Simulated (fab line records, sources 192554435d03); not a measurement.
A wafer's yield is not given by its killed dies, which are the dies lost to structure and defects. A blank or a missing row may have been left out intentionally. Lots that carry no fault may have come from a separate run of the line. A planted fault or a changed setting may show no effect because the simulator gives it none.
fab line records    flow n5-finfet
record: lots: 5  wafers: 15  last-day: 18
route steps=1938 shown GATE_CUT@489 BEOL_M4@1111 PASSIVATION@1936
lots that met no fault: from a run of the same line without faults
start-h: the number of hours between the record's first day and the start of the first shown wafer of the lot    wait-h: hours elapsed since this lot's preceding step    " the same as in the row above    L1.1+2: several wafers, shown together as one row    - value missing, or start not given    * or withheld: withheld    < > ~ a bound
route shown NAME@n: NAME is a module with steps in the file, n the number in the route of the first one    usual: the fault-free wafers' mean and standard deviation    same: alike in all rows    chamber/n: place in a boat    sites: per-site readings    _std_site: their standard deviation    _edge_site: outer sites' mean less inner sites'    radius-mm: for every site, how far away it sits from the centre of the wafer    mask NAME#n: copy n    behind: the tool/chamber that last shaped the wafer    hold: the reason the lot was held/the length of the hold in hours/how it ended    device: the n, p or np transistor that did not switch    end of line: the route-end tests of the same wafers    a step without rows: its recipe alone    killed: not the wafer's yield, but the dies lost to structure and defects at the first sort    map: a wafer's dies, x killed, . not, _ none there
set.NAME: the setting that was run; set.NAME@STEP: the one run at that earlier step    model.NAME: the simulator's own value behind a step, which no gauge read
lots seen at some steps along the route; tables by step, rows by wafer
services: when a tool's chamber went out of use (start-h, in hours from the record's first day, below 0 if earlier), for how many hours, and the reason
== steps ==
step: N5_GATE_CUT_INSPECT_15
recipe: mode: adi  inspect-instrument: brightfield
usual: raw-defect-count: 128/44
lot.wafer  tool               chamber  start-h  wait-h  raw-defect-count
L827.2     defect-inspect-02  -        131.49   0.0     150
L827.5     "                  -        "        "       144
L827.6     "                  -        "        "       107
L830.1     defect-inspect-02  -        151.75   0.1     205
L830.3     "                  -        "        "       152
L830.5     "                  -        "        "       175
L831.1     defect-inspect-01  -        154.73   0.1     114
L831.2     "                  -        "        "       111
L831.5     "                  -        "        "       101
L837.1     defect-inspect-02  -        191.93   0.1     90
L837.4     "                  -        "        "       74
L837.6     "                  -        "        "       91
L842.2     defect-inspect-02  -        221.12   0.0     80
L842.5     "                  -        "        "       90
L842.6     "                  -        "        "       42
step: N5_GATE_CUT_DESCUM_18
recipe: chemistry: O2  time-s: 7  source-power-w: 50  bias-power-w: 20  pressure-mtorr: 20  rf-frequency-hz: 2.712e+07  temp-c: 40  resist: CAR-EUV  o2-flow-sccm: 225
usual: chamber-pressure-mTorr: 19.997/0.019  drypump-motor-current-A: 5.9/0.55  oes-product-au: 0.76/0.085  rf-vpp-V: 243.3/1.4  showerhead-plenum-p-Torr: 2.11/0.061  throttle-valve-pct: 20.44/0.23
lot.wafer  tool         chamber  start-h  wait-h  chamber-pressure-mTorr  drypump-motor-current-A  oes-product-au  rf-hours-counter-h  rf-vpp-V  showerhead-plenum-p-Torr  throttle-valve-pct
L827.2     rie-diel-02  2        131.52   0.0     19.970                  5.9                      0.70            224                 241.7     1.98                      20.30
L827.5     "            3        "        "       19.998                  6.3                      0.68            -                   243.0     2.18                      20.57
L827.6     "            0        "        "       20.006                  5.2                      0.71            -                   245.2     2.12                      20.13
L830.1     rie-diel-02  3        151.96   0.2     20.023                  6.2                      0.68            220                 243.3     2.18                      20.59
L830.3     "            2        "        "       19.971                  5.9                      0.70            230                 239.5     1.98                      20.33
L830.5     "            0        "        "       19.987                  5.2                      0.71            -                   243.1     2.12                      20.13
L831.1     rie-diel-05  2        155.11   0.4     20.013                  6.6                      0.76            149                 243.6     2.12                      20.60
L831.2     "            0        "        "       19.997                  6.6                      0.77            146                 241.2     2.03                      20.21
L831.5     "            0        "        "       19.980                  6.6                      0.77            -                   242.2     2.03                      20.20
L837.1     rie-diel-03  0        191.96   0.0     20.008                  5.9                      0.95            17                  243.4     2.03                      20.28
L837.4     "            2        "        "       19.982                  6.0                      1.00            6                   244.0     2.13                      20.27
L837.6     "            1        "        "       19.995                  5.4                      0.75            -                   243.9     2.09                      20.93
L842.2     rie-diel-05  3        221.15   0.0     20.017                  5.9                      0.69            182                 245.0     2.15                      20.62
L842.5     "            3        "        "       20.012                  5.9                      0.69            -                   243.9     2.15                      20.63
L842.6     "            2        "        "       19.972                  6.6                      0.74            -                   243.5     2.11                      20.62
step: N5_GATE_CUT_ETCH_28
recipe: chemistry: N2/H2  target: underlayer  target-depth-a: 130  mask-material: CAR-EUV  time-s: 10.4  ion-energy-ev: 200  pressure-mtorr: 30  source-w: 840  bias-w: 150  n2-flow-sccm: 200  h2-flow-sccm: 200  ends: cleared
usual: bias-w: 150.0/0.44  chamber-pressure-mTorr: 30.002/0.025  drypump-motor-current-A: 5.9/0.56  etch-rf-on-time-s: 10.5/0.36  oes-product-au: 0.65/0.07  rf-vpp-V: 524.3/2.3  showerhead-plenum-p-Torr: 2.56/0.081  throttle-valve-pct: 17.86/0.19
lot.wafer  tool         chamber  start-h  wait-h  bias-w  chamber-pressure-mTorr  drypump-motor-current-A  etch-rf-on-time-s  oes-product-au  rf-hours-counter-h  rf-vpp-V  showerhead-plenum-p-Torr  throttle-valve-pct
L827.2     rie-diel-02  2        131.55   0.0     150.7   29.994                  5.9                      11.0               0.59            224                 521.0     2.39                      17.66
L827.5     "            3        "        "       149.6   30.001                  6.3                      10.6               0.59            -                   524.8     2.65                      17.95
L827.6     "            0        "        "       149.7   29.977                  5.2                      10.8               0.60            -                   526.7     2.61                      17.69
L830.1     rie-diel-02  3        152.00   0.0     149.3   30.013                  6.2                      10.6               0.58            220                 525.2     2.65                      17.97
L830.3     "            2        "        "       149.8   30.014                  5.9                      10.8               0.60            230                 521.6     2.39                      17.67
L830.5     "            0        "        "       150.2   30.011                  5.2                      10.7               0.60            -                   525.1     2.60                      17.71
L831.1     rie-diel-05  2        155.14   0.0     150.9   29.983                  6.6                      10.6               0.64            149                 522.4     2.53                      17.83
L831.2     "            0        "        "       150.4   29.999                  6.6                      10.7               0.64            146                 519.9     2.45                      17.64
L831.5     "            0        "        "       150.3   30.013                  6.6                      10.8               0.65            -                   521.0     2.45                      17.64
L837.1     rie-diel-03  0        192.00   0.0     149.7   29.985                  5.9                      10.2               0.80            17                  523.0     2.50                      17.87
L837.4     "            2        "        "       149.6   29.964                  6.0                      10.5               0.84            6                   526.4     2.61                      17.90
L837.6     "            1        "        "       150.4   29.964                  5.3                      9.4                0.66            -                   523.9     2.51                      18.12
L842.2     rie-diel-05  3        221.18   0.0     149.2   29.988                  5.9                      10.7               0.60            182                 527.2     2.64                      18.17
L842.5     "            3        "        "       149.8   30.008                  5.8                      10.7               0.60            -                   528.0     2.64                      18.17
L842.6     "            2        "        "       150.0   30.018                  6.6                      10.6               0.63            -                   523.7     2.52                      17.85
step: N5_GATE_CUT_ETCH_36
recipe: chemistry: CF4  target: SiARC  target-depth-a: 130  mask-material: CAR-EUV  time-s: 21.7  ion-energy-ev: 80  pressure-mtorr: 40  source-w: 545  bias-w: 36  Ar_flow_sccm: 100  cf4-flow-sccm: 100  ends: cleared
step: N5_GATE_CUT_ETCH_37
recipe: chemistry: N2/H2  target: SOC  target-depth-a: 600  overetch-a: 120  mask-material: SiARC  temp-c: 40  time-s: 90  ion-energy-ev: 200  pressure-mtorr: 30  source-w: 840  bias-w: 150  n2-flow-sccm: 200  h2-flow-sccm: 200
step: N5_GATE_CUT_STRIP_38
recipe: chemistry: N2/H2  temp-c: 40  n2-flow-sccm: 200  h2-flow-sccm: 200  rf-frequency-hz: 6e+07
step: N5_GATE_CUT_STRIP_39
recipe: chemistry: N2/H2  temp-c: 40  n2-flow-sccm: 200  h2-flow-sccm: 200  rf-frequency-hz: 6e+07
step: N5_GATE_CUT_HM_OPEN_40
recipe: chemistry: C4F6/O2  target: SiO2  mask-material: SiARC  target-depth-a: 1390  time-s: 85.1  ion-energy-ev: 250  pressure-mtorr: 30  source-w: 345  bias-w: 185  Ar_flow_sccm: 300  C4F6_flow_sccm: 10  O2_flow_sccm: 10  ends: cleared
usual: chamber-pressure-mTorr: 30.002/0.029  drypump-motor-current-A: 5.9/0.56  etch-rf-on-time-s: 93.8/3  oes-product-au: 0.68/0.074  rf-vpp-V: 673/9.8  showerhead-plenum-p-Torr: 2.88/0.077  throttle-valve-pct: 21.01/0.23
lot.wafer  tool         chamber  start-h  wait-h  chamber-pressure-mTorr  drypump-motor-current-A  etch-rf-on-time-s  oes-product-au  rf-hours-counter-h  rf-vpp-V  showerhead-plenum-p-Torr  throttle-valve-pct
L827.2     rie-diel-02  2        131.68   0.0     30.039                  5.9                      93.2               0.64            224                 657       2.74                      21.03
L827.5     "            3        "        "       30.016                  6.2                      92.1               0.63            -                   671       2.93                      20.86
L827.6     "            0        "        "       29.981                  5.2                      92.8               0.64            -                   672       2.93                      20.90
L830.1     rie-diel-02  3        152.13   0.0     30.063                  6.2                      94.2               0.62            220                 669       2.93                      20.88
L830.3     "            2        "        "       30.035                  5.9                      93.3               0.64            230                 655       2.74                      21.03
L830.5     "            0        "        "       29.976                  5.2                      97.5               0.64            -                   672       2.93                      20.93
L831.1     rie-diel-05  2        155.27   0.0     29.978                  6.6                      93.7               0.68            149                 666       2.83                      20.82
L831.2     "            0        "        "       30.045                  6.6                      94.9               0.69            146                 680       2.78                      20.81
L831.5     "            0        "        "       30.006                  6.6                      95.2               0.69            -                   680       2.78                      20.80
L837.1     rie-diel-03  0        192.13   0.0     30.003                  5.9                      90.0               0.86            17                  664       2.80                      21.04
L837.4     "            2        "        "       30.072                  5.9                      96.3               0.88            6                   667       2.95                      21.10
L837.6     "            1        "        "       29.976                  5.4                      88.3               0.68            -                   669       2.84                      21.37
L842.2     rie-diel-05  3        221.31   0.0     29.987                  5.9                      92.6               0.63            183                 671       2.95                      21.29
L842.5     "            3        "        "       29.980                  5.9                      94.2               0.62            -                   671       2.95                      21.28
L842.6     "            2        "        "       29.997                  6.6                      94.0               0.66            -                   666       2.82                      20.87
step: N5_GATE_CUT_STRIP_41
recipe: chemistry: CF4  resist: SiARC  power-w: 300  bias-power-w: 75  pressure-mtorr: 50  cf4-flow-sccm: 150  rf-frequency-hz: 6e+07
step: N5_GATE_CUT_STRIP_42
recipe: chemistry: O2  power-w: 400  temp-c: 40  pressure-mtorr: 30  rf-frequency-hz: 6e+07  bias-power-w: 0  overash-fraction: 0.3  o2-flow-sccm: 225
usual: chamber-pressure-mTorr: 30.001/0.027  drypump-motor-current-A: 5.9/0.55  oes-product-au: 0.76/0.084  rf-vpp-V: 3.6/0.5  showerhead-plenum-p-Torr: 2.11/0.061  throttle-valve-pct: 16.70/0.2
lot.wafer  tool         chamber  start-h  wait-h  chamber-pressure-mTorr  drypump-motor-current-A  oes-product-au  rf-hours-counter-h  rf-vpp-V  showerhead-plenum-p-Torr  throttle-valve-pct
L827.2     rie-diel-02  2        131.76   0.0     29.973                  5.9                      0.70            224                 2.6       1.99                      16.62
L827.5     "            3        "        "       30.008                  6.2                      0.68            -                   3.5       2.19                      16.78
L827.6     "            0        "        "       30.001                  5.2                      0.71            -                   3.6       2.12                      16.53
L830.1     rie-diel-02  3        152.21   0.0     29.989                  6.2                      0.68            220                 3.0       2.19                      16.79
L830.3     "            2        "        "       29.981                  5.9                      0.70            230                 3.9       1.99                      16.63
L830.5     "            0        "        "       30.029                  5.2                      0.71            -                   4.6       2.12                      16.54
L831.1     rie-diel-05  2        155.35   0.0     29.971                  6.6                      0.76            149                 2.6       2.12                      16.78
L831.2     "            0        "        "       29.996                  6.6                      0.77            146                 3.2       2.04                      16.45
L831.5     "            0        "        "       29.957                  6.6                      0.77            -                   3.6       2.04                      16.46
L837.1     rie-diel-03  0        192.21   0.0     30.025                  5.9                      0.95            17                  4.2       2.03                      16.55
L837.4     "            2        "        "       29.941                  5.9                      0.98            6                   3.8       2.13                      16.47
L837.6     "            1        "        "       29.995                  5.3                      0.74            -                   3.3       2.09                      17.07
L842.2     rie-diel-05  3        221.39   0.0     29.977                  5.8                      0.69            183                 3.5       2.15                      16.87
L842.5     "            3        "        "       30.002                  5.8                      0.69            -                   3.4       2.15                      16.88
L842.6     "            2        "        "       29.991                  6.6                      0.75            -                   4.4       2.11                      16.81
step: N5_GATE_CUT_ETCH_19
recipe: chemistry: CH3F/O2  target: SiNx  mask-material: SiO2  target-depth-a: 537  time-s: 76.7  pressure-mtorr: 30  source-w: 395  bias-w: 73  Ar_flow_sccm: 150  CH3F_flow_sccm: 30  O2_flow_sccm: 20  ion-energy-ev: 120  ends: cleared
step: N5_GATE_CUT_CUT_ETCH_53
recipe: chemistry: SF6/Cl2  target: W  mask-material: SiO2  target-depth-a: 792  pressure-mtorr: 8  icp-w: 900  bias-w: 80  SF6_flow_sccm: 40  Cl2_flow_sccm: 60  ends: cleared
usual: bias-w: 79.98/0.22  chamber-pressure-mTorr: 8.000/0.0077  drypump-motor-current-A: 5.8/0.38  etch-rf-on-time-s: 26.2/0.78  oes-product-au: 0.69/0.082  throttle-valve-pct: 28.9/0.5
lot.wafer  tool          chamber  start-h  wait-h  bias-w  chamber-pressure-mTorr  drypump-motor-current-A  etch-rf-on-time-s  oes-product-au  rf-hours-counter-h  throttle-valve-pct
L827.2     rie-metal-01  0        131.91   0.1     80.21   7.999                   5.8                      24.8               0.72            46                  28.1
L827.5     "             1        "        "       79.84   7.991                   5.4                      26.8               0.52            -                   29.2
L827.6     "             0        "        "       79.97   8.006                   5.8                      25.0               0.71            -                   28.1
L830.1     rie-metal-03  1        152.36   0.1     79.74   8.000                   5.9                      27.3               0.72            29                  28.9
L830.3     "             1        "        "       79.93   7.996                   5.9                      26.9               0.72            -                   28.9
L830.5     "             1        "        "       80.18   8.008                   5.9                      27.1               0.72            -                   28.9
L831.1     rie-metal-03  1        155.50   0.1     79.77   7.996                   5.8                      27.3               0.71            30                  28.9
L831.2     "             1        "        "       80.11   7.999                   5.9                      27.3               0.72            -                   28.9
L831.5     "             1        "        "       79.95   7.992                   5.9                      27.1               0.72            -                   28.9
L837.1     rie-metal-03  1        192.36   0.1     80.01   8.001                   5.9                      26.5               0.71            35                  28.9
L837.4     "             1        "        "       80.35   7.984                   5.9                      26.5               0.71            -                   28.9
L837.6     "             0        "        "       79.82   7.997                   5.5                      25.8               0.67            -                   29.7
L842.2     rie-metal-01  1        221.54   0.1     79.81   8.015                   5.4                      25.2               0.91            2                   28.7
L842.5     "             1        "        "       79.95   7.986                   5.4                      25.0               0.91            -                   28.7
L842.6     "             0        "        "       79.93   7.997                   5.8                      25.3               0.68            -                   28.1
step: N5_GATE_CUT_CUT_ETCH_54
recipe: chemistry: Cl2/BCl3  target: TiN  mask-material: SiO2  target-depth-a: 967  pressure-mtorr: 10  icp-w: 1000  bias-w: 126  Cl2_flow_sccm: 53.25  bcl3-flow-sccm: 21.75  Ar_flow_sccm: 25  ends: cleared
usual: bias-w: 126.0/0.37  chamber-pressure-mTorr: 10.000/0.0085  drypump-motor-current-A: 5.8/0.39  etch-rf-on-time-s: 36.6/1.1  oes-product-au: 0.68/0.081  throttle-valve-pct: 22.3/0.34
lot.wafer  tool          chamber  start-h  wait-h  bias-w  chamber-pressure-mTorr  drypump-motor-current-A  etch-rf-on-time-s  oes-product-au  rf-hours-counter-h  throttle-valve-pct
L827.2     rie-metal-01  0        131.97   0.0     126.1   10.002                  5.8                      35.2               0.71            46                  21.7
L827.5     "             1        "        "       125.5   9.992                   5.4                      37.3               0.52            -                   22.5
L827.6     "             0        "        "       126.0   9.999                   5.8                      35.3               0.71            -                   21.7
L830.1     rie-metal-03  1        152.44   0.1     126.4   9.981                   5.9                      38.1               0.72            29                  22.3
L830.3     "             1        "        "       126.1   10.003                  5.9                      38.0               0.72            -                   22.3
L830.5     "             1        "        "       126.3   9.987                   5.9                      38.1               0.72            -                   22.3
L831.1     rie-metal-03  1        155.66   0.1     125.6   10.001                  5.9                      37.6               0.72            30                  22.3
L831.2     "             1        "        "       126.3   9.987                   5.9                      37.9               0.72            -                   22.3
L831.5     "             1        "        "       126.5   9.997                   5.9                      37.5               0.72            -                   22.3
L837.1     rie-metal-03  1        192.42   0.0     126.6   9.997                   5.9                      37.3               0.71            35                  22.3
L837.4     "             1        "        "       126.3   9.992                   5.9                      37.4               0.71            -                   22.3
L837.6     "             0        "        "       132.0   9.991                   5.5                      35.2               0.67            -                   22.7
L842.2     rie-metal-01  1        221.60   0.0     125.9   10.000                  5.4                      35.2               0.90            2                   22.0
L842.5     "             1        "        "       126.1   9.996                   5.4                      35.1               0.90            -                   22.0
L842.6     "             0        "        "       126.2   9.985                   5.8                      35.5               0.68            -                   21.7
step: N5_GATE_CUT_CUT_ETCH_55
recipe: chemistry: BCl3  target: HfO2  mask-material: SiO2  target-depth-a: 32  ion-energy-ev: 30  pressure-mtorr: 5  icp-w: 450  bias-w: 18  bcl3-flow-sccm: 80
step: N5_BEOL_M4_RC_MEAS_101
usual: DIBL_N: 36.4/2.7  DIBL_P: 36/3.2  IOFF_N: 0.16/0.046  IOFF_P: 0.21/0.055  ION_N: 677/15  ION_P: 464/11  SS_N: 71.5/0.79  SS_P: 73.3/0.93  VT_N: 250/4.1  VT_P: -251/4.4
lot.wafer  tool       chamber  start-h  wait-h  DIBL_N[mV/V]  DIBL_P[mV/V]  IOFF_N[nA/um]  IOFF_P[nA/um]  ION_N[uA/um]  ION_P[uA/um]  SS_N[mV/dec]  SS_P[mV/dec]  VT_N[mV]  VT_P[mV]
L827.2     prober-02  0        230.95   0.2     41.4          41            0.23           0.33           676           460           71.9          74.9          248       -245
L827.5     "          0        "        "       36.1          34            0.13           0.19           658           455           71.0          73.1          256       -254
L827.6     "          0        "        "       35.3          34            0.13           0.19           664           456           71.0          73.9          251       -250
L831.1     prober-02  0        249.36   0.0     31.1          30            0.11           0.14           661           450           69.8          72.1          251       -256
L831.2     "          0        "        "       29.8          29            0.10           0.13           657           454           70.0          71.8          253       -255
L831.5     "          0        "        "       32.4          32            0.12           0.16           666           455           71.2          72.9          253       -255
L830.1     prober-01  0        251.19   0.0     36.1          37            0.16           0.24           680           476           71.4          73.4          253       -248
L830.3     "          0        "        "       37.0          38            0.19           0.28           701           479           72.7          74.5          244       -245
L830.5     "          0        "        "       34.8          35            0.15           0.24           677           468           70.6          73.6          247       -248
L837.1     prober-02  0        286.58   0.0     35.4          37            0.14           0.16           681           463           71.3          72.8          253       -256
L837.4     "          0        "        "       38.2          39            0.18           0.19           675           451           72.4          73.8          248       -256
L837.6     "          0        "        "       36.8          38            0.14           0.16           671           449           72.4          72.8          254       -257
L842.2     prober-01  0        319.60   0.2     35.0          35            0.14           0.15           662           449           71.4          72.9          252       -256
L842.5     "          0        "        "       36.2          36            0.15           0.15           667           447           72.0          73.0          251       -257
L842.6     "          0        "        "       29.7          30            0.07           0.10           631           438           70.5          71.5          260       -263
step: N5_PASSIVATION_PROBE_49
usual: defect-limited-yield: 91.1/1.4  killed_at_M0_to_M3: 34/9.7  killed_at_M4_up: 13/5.1  killed-at-contacts: 14/6.3  killed-at-front-end: 40/11  killed-at-other: 3.5/2.7  killed-dies: 105/16  killed-on-rim: 13/4.1  killed-open: 70/12  killed-short: 34/7.8  sort_bin_5_function: 5.2/0.88  sort_bin_6_memory: 3.3/0.7  sort_bin_8_speed: 0.1/0.62  sort-n-pass: 1074/17  sort-yield-pct: 91.0/1.5
same: gross-dies: 1180  killed-at-back-side: 0  sort_bin_4_leakage[%]: 0
lot.wafer  tool       chamber  start-h  wait-h  defect-limited-yield[%]  killed_at_M0_to_M3  killed_at_M4_up  killed-at-contacts  killed-at-front-end  killed-at-other  killed-dies  killed-on-rim  killed-open  killed-short  sort_bin_5_function[%]  sort_bin_6_memory[%]  sort_bin_8_speed[%]  sort-n-pass  sort-yield-pct[%]
L827.2     prober-02  -        339.09   0.1     90.3                     37                  14               11                  48                   5                115          12             77           32            5.5                     3.6                   0                    1065         90.3
L827.5     prober-02  -        339.24   0.2     91.3                     22                  9                9                   60                   3                103          13             67           36            5.3                     3.3                   0                    1077         91.3
L827.6     prober-02  -        339.29   0.3     91.9                     25                  13               6                   50                   1                95           15             70           24            4.1                     3.6                   0                    1085         91.9
L831.1     prober-01  -        357.41   0.0     90.1                     22                  15               10                  63                   7                117          19             84           33            5.5                     4.2                   0                    1063         90.1
L831.2     prober-01  -        357.46   0.1     88.4                     49                  12               10                  60                   6                137          15             87           47            7.2                     3.9                   0                    1043         88.4
L831.5     prober-01  -        357.61   0.2     90.4                     32                  16               22                  40                   3                113          22             74           38            5.5                     3.6                   0                    1067         90.4
L830.1     prober-02  -        357.42   0.0     91.5                     30                  9                14                  45                   2                100          13             61           37            5.0                     2.8                   0                    1080         91.5
L830.3     prober-02  -        357.52   0.1     93.6                     17                  11               14                  32                   2                76           9              57           19            3.6                     2.6                   0                    1104         93.6
L830.5     prober-02  -        357.62   0.2     91.7                     29                  13               24                  29                   3                98           14             71           27            4.8                     3.3                   0                    1082         91.7
L837.1     prober-01  -        387.99   0.0     92.8                     29                  8                12                  33                   3                85           12             54           30            4.6                     2.5                   0                    1095         92.8
L837.4     prober-01  -        388.14   0.2     92.4                     30                  6                12                  37                   5                90           8              56           32            3.6                     3.9                   0                    1090         92.4
L837.6     prober-01  -        388.24   0.3     90.7                     43                  9                16                  40                   2                110          12             64           45            5.3                     3.3                   0                    1070         90.7
L842.2     prober-01  -        429.89   0.1     92.7                     36                  14               1                   34                   1                86           14             59           27            4.7                     2.3                   0                    1094         92.7
L842.5     prober-01  -        430.04   0.2     93.6                     18                  5                3                   47                   2                75           7              48           24            3.5                     2.7                   0                    1105         93.6
L842.6     prober-01  -        430.09   0.3     90.8                     34                  17               6                   50                   2                109          11             68           32            4.6                     3.7                   2.5                  1042         88.3
killed by level:class
L827.2 STI_FIN_REVEAL:geometric-particle:open=19 BEOL_M0_SAQP:geometric-particle:short=12 BEOL_M3:geometric-particle:open=9 MOL_CONTACT_COAG:geometric-particle:open=9 BEOL_M0_SAQP:geometric-particle:open=9 FIN_SAQP:geometric-particle:open=5 DUMMY_GATE:geometric-particle:open=5 BEOL_M4:geometric-particle:open=5
L827.5 STI_FIN_REVEAL:geometric-particle:open=18 BEOL_M0_SAQP:geometric-particle:short=8 MOL_CONTACT_COAG:geometric-particle:open=7 FIN_SAQP:geometric-particle:open=6 BEOL_M0_SAQP:geometric-particle:open=6 GATE_CUT:geometric-particle:short=5 BEOL_M3:geometric-particle:open=5 STARTING-WAFER:geometric-particle:short=5
L827.6 STI_FIN_REVEAL:geometric-particle:open=20 FIN_SAQP:geometric-particle:short=13 BEOL_M2:geometric-particle:open=10 MOL_CONTACT_COAG:geometric-particle:open=6 BEOL_M1:geometric-particle:open=5 BEOL_M0_SAQP:geometric-particle:short=4 BEOL_M4:geometric-particle:open=4 STARTING-WAFER:geometric-particle:open=4
L831.1 FIN_SAQP:geometric-particle:open=19 STI_FIN_REVEAL:geometric-particle:open=19 FIN_SAQP:geometric-particle:short=9 MOL_CONTACT_COAG:geometric-particle:open=9 BEOL_M1:geometric-particle:open=8 BEOL_M0_SAQP:geometric-particle:open=6 BEOL_M4:geometric-particle:open=6 STARTING-WAFER:geometric-particle:open=5
L830.1 FIN_SAQP:geometric-particle:short=10 BEOL_M1:geometric-particle:open=10 MOL_CONTACT_COAG:geometric-particle:open=9 STI_FIN_REVEAL:geometric-particle:open=7 BEOL_M2:geometric-particle:open=6 BEOL_M0_SAQP:geometric-particle:open=6 DUMMY_GATE:geometric-particle:open=5 MOL_CONTACT_COAG:geometric-particle:short=5
L831.2 FIN_SAQP:geometric-particle:open=13 STI_FIN_REVEAL:geometric-particle:open=13 BEOL_M1:geometric-particle:open=13 BEOL_M2:geometric-particle:open=10 MOL_CONTACT_COAG:geometric-particle:open=8 FIN_SAQP:geometric-particle:short=7 GATE_CUT:geometric-particle:short=7 BEOL_M1:geometric-particle:short=7
L830.3 MOL_CONTACT_COAG:geometric-particle:open=12 STI_FIN_REVEAL:geometric-particle:open=9 DUMMY_GATE:geometric-particle:open=7 BEOL_M0:geometric-particle:open=4 BEOL_M2:geometric-particle:open=4 ILD0:geometric-particle:open=3 BEOL_M1:geometric-particle:open=3 BEOL_M4:geometric-particle:open=3
L831.5 MOL_CONTACT_COAG:geometric-particle:open=19 FIN_SAQP:geometric-particle:short=13 BEOL_M0_SAQP:geometric-particle:open=12 BEOL_M0_SAQP:geometric-particle:short=11 FIN_SAQP:geometric-particle:open=7 STI_FIN_REVEAL:geometric-particle:open=7 BEOL_M4:geometric-particle:open=7 BEOL_M0:geometric-particle:open=4
L830.5 MOL_CONTACT_COAG:geometric-particle:open=20 BEOL_M1:geometric-particle:open=8 BEOL_M4:geometric-particle:open=7 GATE_CUT:geometric-particle:short=6 STI_FIN_REVEAL:geometric-particle:open=5 BEOL_M2:geometric-particle:open=5 BEOL_M3:geometric-particle:open=5 FIN_SAQP:geometric-particle:short=4
L837.1 STI_FIN_REVEAL:geometric-particle:open=10 MOL_CONTACT_COAG:geometric-particle:open=9 GATE_CUT:geometric-particle:short=6 BEOL_M1:geometric-particle:open=6 GATE_CUT:geometric-particle:open=4 BEOL_M0_SAQP:geometric-particle:open=4 BEOL_M0_SAQP:geometric-particle:short=4 BEOL_M2:geometric-particle:open=4
L837.4 MOL_CONTACT_COAG:geometric-particle:open=12 FIN_SAQP:geometric-particle:short=8 GATE_CUT:geometric-particle:short=6 BEOL_M0_SAQP:geometric-particle:open=6 BEOL_M1:geometric-particle:open=6 STI_FIN_REVEAL:geometric-particle:open=5 BEOL_M0_SAQP:geometric-particle:short=5 FIN_SAQP:geometric-particle:open=4
L837.6 MOL_CONTACT_COAG:geometric-particle:open=13 FIN_SAQP:geometric-particle:short=12 BEOL_M0_SAQP:geometric-particle:open=11 BEOL_M0_SAQP:geometric-particle:short=11 BEOL_M2:geometric-particle:open=7 DUMMY_GATE:geometric-particle:open=6 BEOL_M1:geometric-particle:open=6 GATE_CUT:geometric-particle:short=5
L842.2 BEOL_M2:geometric-particle:open=13 STI_FIN_REVEAL:geometric-particle:open=10 GATE_CUT:geometric-particle:short=7 BEOL_M0:geometric-particle:open=5 BEOL_M1:geometric-particle:open=5 BEOL_M4:geometric-particle:open=5 BEOL_M0_SAQP:geometric-particle:short=4 FIN_SAQP:geometric-particle:open=3
L842.5 FIN_SAQP:geometric-particle:open=12 FIN_SAQP:geometric-particle:short=11 STI_FIN_REVEAL:geometric-particle:open=8 DUMMY_GATE:geometric-particle:open=6 BEOL_M2:geometric-particle:open=5 BEOL_M1:geometric-particle:open=5 STARTING-WAFER:geometric-particle:short=4 BEOL_M4:geometric-particle:open=3
L842.6 FIN_SAQP:geometric-particle:open=10 FIN_SAQP:geometric-particle:short=8 BEOL_M1:geometric-particle:open=8 HKMG_FIN:area-etch=8 BEOL_M3:geometric-particle:open=7 BEOL_M4:geometric-particle:open=7 BEOL_M2:geometric-particle:open=6 STI_FIN_REVEAL:geometric-particle:open=5
== services ==
tool          chamber  start-h  hours  kind
rie-metal-01  -        107.94   0.5    repair
rie-diel-05   3        120.53   12.2   repair
rie-metal-03  -        128.12   14.6   pm
rie-diel-05   0        130.14   5.3    repair
rie-diel-03   0        130.43   -      clean
rie-diel-03   0        130.43   -      consumable-replace:focus-ring
rie-diel-03   0        130.43   18.5   scheduled-down
rie-diel-03   0        130.43   18.5   vent-cycle
rie-metal-01  -        144.80   0.9    repair
rie-diel-02   -        145.77   0.3    repair
rie-diel-03   2        149.60   -      clean
rie-diel-03   2        149.60   -      consumable-replace:focus-ring
rie-diel-03   2        149.60   19.4   scheduled-down
rie-diel-03   2        149.60   19.4   vent-cycle
rie-metal-03  0        152.94   18.0   repair
rie-diel-05   1        196.49   -      clean
rie-diel-05   1        196.49   -      consumable-replace:focus-ring
rie-diel-05   1        196.49   20.2   scheduled-down
rie-diel-05   1        196.49   20.2   vent-cycle
rie-diel-02   2        214.60   -      clean
rie-diel-02   2        214.60   -      consumable-replace:focus-ring
rie-diel-02   2        214.60   -      consumable-replace:showerhead
rie-diel-02   2        214.60   22.7   scheduled-down
rie-diel-02   2        214.60   22.7   vent-cycle
== key ==
first-sign: step: N5_GATE_CUT_CUT_ETCH_54  reading: bias-w  direction: up  sigmas: 17  usual: *  struck: *
effect none on later readings
met-at N5_GATE_CUT_CUT_ETCH_54
struck-wafers L837.6
fault: kind: process-parameter-drift  tool: rie-metal-03  chamber: 0  onset-h: 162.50  steps: N5_GATE_CUT_CUT_ETCH_54  channel: bias-w  offset: *  shape: step  end-h: 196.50  acts-in: *  stated: *
